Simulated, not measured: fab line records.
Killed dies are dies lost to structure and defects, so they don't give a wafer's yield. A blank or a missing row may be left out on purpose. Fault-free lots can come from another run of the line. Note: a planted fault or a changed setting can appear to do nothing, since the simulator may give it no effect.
fab line records + flow n5-finfet
[record]
- lots = 4
- wafers = 12
- last-day = 18
route steps=1938 shown BEOL_M7@1279
lots that met no fault: from a run of the same line without faults
start-h: hours from the record's first day to the start of the lot's first wafer shown + wait-h: hours from the lot's prior step to this one + " repeats the value in the row above + L1.1+2: a row that stands for several wafers + - no value, or no start was given + * or withheld: withheld + < > ~ a bound
route shown NAME@n: names a module that has steps shown in the file, with the first one's number in the route + usual: mean and standard deviation over wafers with no fault + same: alike in all rows + chamber/n: place in a boat + sites: readings site by site + _std_site: how widely they spread, as a standard deviation + _edge_site: the outer-site mean with the inner-site mean subtracted + radius-mm: for every site, how far away it sits from the centre of the wafer + mask NAME#n: copy n + behind: the most recent tool/chamber to have shaped the wafer + hold: why the lot was held/for how many hours/how that ended + device: names the non-switching transistor (n, p or np) + end of line: the same wafers' tests at the end of the route + for a step that has no rows: nothing shown but its recipe + killed: dies lost to structure and defects at the first sort, not the wafer's yield + map: shows each die of a wafer: x if killed, . if not, _ if none is there
set.NAME: the setting that was run; set.NAME@STEP: the one run at that earlier step + model.NAME: the simulator's own value behind a step, which no gauge read
lots at some steps of the route; a table a step, a row a wafer
services: when a tool's chamber went out of use (start-h, in hours from the record's first day, below 0 if earlier), for how many hours, and the reason
[[steps]]
[step N5_BEOL_M7_DESCUM_16]
[recipe]
- chemistry = O2
- time-s = 7.9
- source-power-w = 50
- bias-power-w = 20
- pressure-mtorr = 20
- rf-frequency-hz = 2.712e+07
- temp-c = 40
- resist = CAR-ArF
- o2-flow-sccm = 225
[step N5_BEOL_M7_ETCH_61]
[recipe]
- chemistry = CF4
- target = SiARC
- target-depth-a = 455
- mask-material = CAR-ArF
- time-s = 75.8
- ion-energy-ev = 80
- pressure-mtorr = 40
- source-w = 545
- bias-w = 36
- Ar_flow_sccm = 100
- cf4-flow-sccm = 100
- ends = cleared
[step N5_BEOL_M7_ETCH_62]
[recipe]
- chemistry = N2/H2
- target = SOC
- target-depth-a = 1100
- overetch-a = 220
- mask-material = SiARC
- temp-c = 40
- time-s = 165
- ion-energy-ev = 200
- pressure-mtorr = 30
- source-w = 840
- bias-w = 150
- n2-flow-sccm = 200
- h2-flow-sccm = 200
[step N5_BEOL_M7_STRIP_68]
[recipe]
- chemistry = N2/H2
- temp-c = 40
- n2-flow-sccm = 200
- h2-flow-sccm = 200
- rf-frequency-hz = 6e+07
[step N5_BEOL_M7_STRIP_67]
[recipe]
- chemistry = CF4
- resist = SiARC
- power-w = 300
- bias-power-w = 75
- pressure-mtorr = 50
- cf4-flow-sccm = 150
- rf-frequency-hz = 6e+07
[step N5_BEOL_M7_HM_OPEN_17]
[recipe]
- chemistry = Cl2/BCl3
- target-depth-a = 200
- overetch-a = 60
- target = TiN
- mask-material = SOC
- ion-energy-ev = 150
- pressure-mtorr = 10
- icp-w = 1000
- bias-w = 126
- Cl2_flow_sccm = 53.25
- bcl3-flow-sccm = 21.75
- Ar_flow_sccm = 25
[step N5_BEOL_M7_STRIP_19]
[recipe]
- chemistry = O2
- power-w = 400
- temp-c = 40
- pressure-mtorr = 30
- rf-frequency-hz = 6e+07
- bias-power-w = 0
- overash-fraction = 0.2
- o2-flow-sccm = 225
[step N5_BEOL_M7_COAT_63]
[recipe]
- resist = SOC
- temp-c = 250
- time-s = 60
- spin-rpm = 1500
- resist-thk-nm = 60
[step N5_BEOL_M7_COAT_64]
[recipe]
- resist = SiARC
- temp-c = 220
- time-s = 60
- spin-rpm = 1500
- resist-thk-nm = 12
[usual]
- dispense-pressure-kPa = 48.3/2.1
- heater-power-total-W = 427.5/2.2
- spin-speed-rpm = 1499.9/1.1
| lot.wafer | tool           | chamber | start-h | wait-h | dispense-pressure-kPa | heater-power-total-W | spin-speed-rpm |
|-----------|----------------|---------|---------|--------|-----------------------|----------------------|----------------|
| L686.2    | litho-track-02 | 0       | 233.52  | -      | 45.7                  | 424.4                | 1501.2         |
| L686.4    | "              | 0       | "       | "      | 45.7                  | 424.6                | 1498.4         |
| L686.5    | "              | 0       | "       | "      | 45.7                  | 428.2                | 1500.0         |
| L703.1    | litho-track-02 | 0       | 308.89  | -      | 45.7                  | 427.0                | 1430.2         |
| L703.2    | "              | 0       | "       | "      | 45.7                  | 429.3                | 1431.7         |
| L703.4    | "              | 0       | "       | "      | 45.7                  | 430.2                | 1429.9         |
| L702.3    | litho-track-02 | 0       | 312.49  | -      | 45.8                  | 425.5                | 1431.6         |
| L702.4    | "              | 0       | "       | "      | 45.7                  | 428.5                | 1429.6         |
| L702.6    | "              | 0       | "       | "      | 45.7                  | 430.9                | 1428.6         |
| L705.1    | litho-track-05 | 0       | 342.05  | -      | 49.4                  | 426.8                | 1500.8         |
| L705.3    | "              | 0       | "       | "      | 49.4                  | 428.8                | 1500.4         |
| L705.4    | "              | 0       | "       | "      | 49.3                  | 427.0                | 1497.0         |
[step N5_BEOL_M7_COAT_71]
[recipe]
- resist = underlayer
- temp-c = 205
- time-s = 60
- spin-rpm = 1500
- resist-thk-nm = 5
[step N5_BEOL_M7_COAT_22]
[recipe]
- resist = CAR-EUV
- spin-rpm = 1500
- resist-thk-nm = 30
[step N5_BEOL_M7_EBR_24]
[recipe]
- solvent = PGMEA
- ebr-width-mm = 1.5
[step N5_BEOL_M7_SOFTBAKE_23]
[recipe]
- temp-c = 110
- time-s = 60
- resist = CAR-EUV
[step N5_BEOL_M7_EXPOSE_25]
[recipe]
- mask-id = V6
- na = 0.33
- source-shape = annular
- sigma-inner = 0.4
- sigma-outer = 0.8
- polarization = unpolarized
- target-cd-nm = 40
- dose-mj = 42.5
[step N5_BEOL_M7_PEB_26]
[recipe]
- peb-temp-c = 100
- peb-time-s = 60
- resist = CAR-EUV
[step N5_BEOL_M7_DEVELOP_27]
[recipe]
- develop-time-s = 30
- developer = TMAH
- resist = CAR-EUV
- rinse-liquid = surfactant-rinse
- dry = air-spin
- dev-temp-c = 23
[step N5_BEOL_M7_DESCUM_33]
[recipe]
- chemistry = O2
- time-s = 7
- source-power-w = 50
- bias-power-w = 20
- pressure-mtorr = 20
- rf-frequency-hz = 2.712e+07
- temp-c = 40
- resist = CAR-EUV
- o2-flow-sccm = 225
[step N5_BEOL_M7_ETCH_72]
[recipe]
- chemistry = N2/H2
- target = underlayer
- target-depth-a = 65
- mask-material = CAR-EUV
- time-s = 5.2
- ion-energy-ev = 200
- pressure-mtorr = 30
- source-w = 840
- bias-w = 150
- n2-flow-sccm = 200
- h2-flow-sccm = 200
- ends = cleared
[step N5_BEOL_M7_ETCH_65]
[recipe]
- chemistry = CF4
- target = SiARC
- target-depth-a = 156
- mask-material = CAR-EUV
- time-s = 26
- ion-energy-ev = 80
- pressure-mtorr = 40
- source-w = 545
- bias-w = 36
- Ar_flow_sccm = 100
- cf4-flow-sccm = 100
- ends = cleared
[usual]
- drypump-motor-current-A = 5.8/0.49
- etch-rf-on-time-s = 26.3/0.73
- oes-product-au = 0.68/0.062
- rf-vpp-V = 183.9/1.1
- showerhead-plenum-p-Torr = 2.13/0.061
- throttle-valve-pct = 15.51/0.23
| lot.wafer | tool        | chamber | start-h | wait-h | drypump-motor-current-A | etch-rf-on-time-s | oes-product-au | rf-hours-counter-h | rf-vpp-V | showerhead-plenum-p-Torr | throttle-valve-pct | model.etch.depth-nm | model.CAR-EUV_of_BEOL_M7_COAT_22.thk-nm |
|-----------|-------------|---------|---------|--------|-------------------------|-------------------|----------------|--------------------|----------|--------------------------|--------------------|---------------------|-----------------------------------------|
| L686.2    | rie-diel-05 | 2       | 234.08  | 0.0    | 5.0                     | 26.4              | 0.71           | 82                 | 182.0    | 2.07                     | 15.52              | 11.98               | 11.2                                    |
| L686.4    | "           | 3       | "       | "      | 5.8                     | 27.8              | 0.59           | -                  | 184.2    | 2.22                     | 16.02              | 12                  | 11.2                                    |
| L686.5    | "           | 2       | "       | "      | 5.0                     | 26.7              | 0.70           | -                  | 183.9    | 2.07                     | 15.53              | 12.01               | 11.2                                    |
| L703.1    | rie-diel-03 | 0       | 309.35  | 0.0    | 6.1                     | 26.1              | 0.68           | 101                | 184.3    | 2.14                     | 15.57              | 12.31               | 11                                      |
| L703.2    | "           | 3       | "       | "      | 6.5                     | 26.5              | 0.71           | 70                 | 186.1    | 2.25                     | 15.36              | 12.3                | 10.8                                    |
| L703.4    | "           | 2       | "       | "      | 5.8                     | 26.8              | 0.64           | 150                | 183.7    | 2.14                     | 15.55              | 12.29               | 10.8                                    |
| L702.3    | rie-diel-03 | 2       | 312.94  | 0.0    | 5.8                     | 27.0              | 0.63           | 151                | 184.4    | 2.14                     | 15.58              | 12.28               | 10.8                                    |
| L702.4    | "           | 0       | "       | "      | 6.0                     | 26.5              | 0.68           | 102                | 184.8    | 2.14                     | 15.55              | 12.29               | 11                                      |
| L702.6    | "           | 1       | "       | "      | 6.6                     | 27.0              | 0.62           | -                  | 182.7    | 2.11                     | 15.74              | 12.26               | 10.8                                    |
| L705.1    | rie-diel-03 | 2       | 342.62  | 0.0    | 5.8                     | 26.2              | 0.63           | 159                | 184.6    | 2.13                     | 15.57              | 11.99               | 10.8                                    |
| L705.3    | "           | 0       | "       | "      | 6.0                     | 26.0              | 0.67           | 110                | 183.1    | 2.13                     | 15.59              | 11.97               | 11                                      |
| L705.4    | "           | 1       | "       | "      | 6.6                     | 26.5              | 0.62           | 207                | 184.0    | 2.11                     | 15.75              | 12.01               | 11                                      |
[step N5_BEOL_M7_ETCH_66]
[recipe]
- chemistry = N2/H2
- target = SOC
- target-depth-a = 800
- overetch-a = 160
- mask-material = SiARC
- temp-c = 40
- time-s = 120
- ion-energy-ev = 200
- pressure-mtorr = 30
- source-w = 840
- bias-w = 150
- n2-flow-sccm = 200
- h2-flow-sccm = 200
[[services]]
| tool           | chamber | start-h | hours | kind                          |
|----------------|---------|---------|-------|-------------------------------|
| rie-diel-05    | 1       | 211.16  | -     | clean                         |
| rie-diel-05    | 1       | 211.16  | -     | consumable-replace:focus-ring |
| rie-diel-05    | 1       | 211.16  | 31.8  | scheduled-down                |
| rie-diel-05    | 1       | 211.16  | 31.8  | vent-cycle                    |
| rie-diel-05    | 3       | 215.05  | 2.0   | repair                        |
| rie-diel-03    | 3       | 256.81  | 3.9   | repair                        |
| litho-track-05 | -       | 315.33  | -     | consumable-replace:filter     |
[[key]]
[first-sign]
- step = N5_BEOL_M7_COAT_64
- reading = spin-speed-rpm
- direction = down
- sigmas = 66
- usual = *
- struck = *
effect none on later readings
[model-effect]
- step = N5_BEOL_M7_ETCH_65
- value = etch.depth-nm
- without = 12
- struck = 12.29
met-at N5_BEOL_M7_COAT_64
struck-wafers L702.3,L702.4,L702.6,L703.1,L703.2,L703.4
onset-between 233.52 308.89
[fault]
- kind = process-parameter-drift
- tool = litho-track-02
- chamber = -
- onset-h = 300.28
- steps = N5_BEOL_M7_COAT_64
- channel = spin-rpm
- offset = *
- shape = step
- end-h = 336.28
- acts-in = *
- stated = *
